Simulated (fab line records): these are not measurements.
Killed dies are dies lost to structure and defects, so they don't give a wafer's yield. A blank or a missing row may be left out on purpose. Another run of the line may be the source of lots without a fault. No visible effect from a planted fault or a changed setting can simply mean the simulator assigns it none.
Matching of chambers	flow nandHarc	NHARC_P_GATE_DESCUM_31 on rieDiel-04: 4 sister chambers
The step chemistry O2, time 3 s. 4 wafers are shown with their chamber, then 11 later ones without.

## WAFERS, EACH WITH ITS CHAMBER
wafer	chamber	drypumpMotorCurrentA (A)
L087.3	2	5.0
L089.3	1	5.5
L089.6	3	5.9
L088.2	0	4.9

## WAFERS WITHOUT THEIR CHAMBER
wafer	drypumpMotorCurrentA (A)
L088.4	5.0
L088.5	5.9
L090.1	5.9
L090.2	5.6
L090.3	5.0
L094.2	4.9
L094.4	5.5
L094.5	5.5
L095.1	5.6
L095.2	4.9
L095.4	5.9

## WHICH CHAMBER EACH ONE RAN IN
wafer	from the rows above	in truth
L088.4	2	2
L088.5	3	3
L090.1	3	3
L090.2	1	1
L090.3	2	2
L094.2	0	0
L094.4	1	1
L094.5	1	1
L095.1	1	1
L095.2	0	0
L095.4	3	3
Placed correctly: 11 of 11. Left unplaced by these rows: 0. 0 placed wrongly.
How it was worked out, from the rows above alone: a wafer's distance from a chamber is the root of the sum, over the readings, of the square of ((its reading less the chamber's mean) divided by the reading's scatter). If the next closest chamber is less than 2 further off than the closest, the wafer can't be placed; otherwise it belongs to the closest. For every chamber, the mean is computed from those of its wafers that are shown. The scatter: root of mean squared gap, hidden wafer to nearest shown wafer, with one shown wafer a chamber.
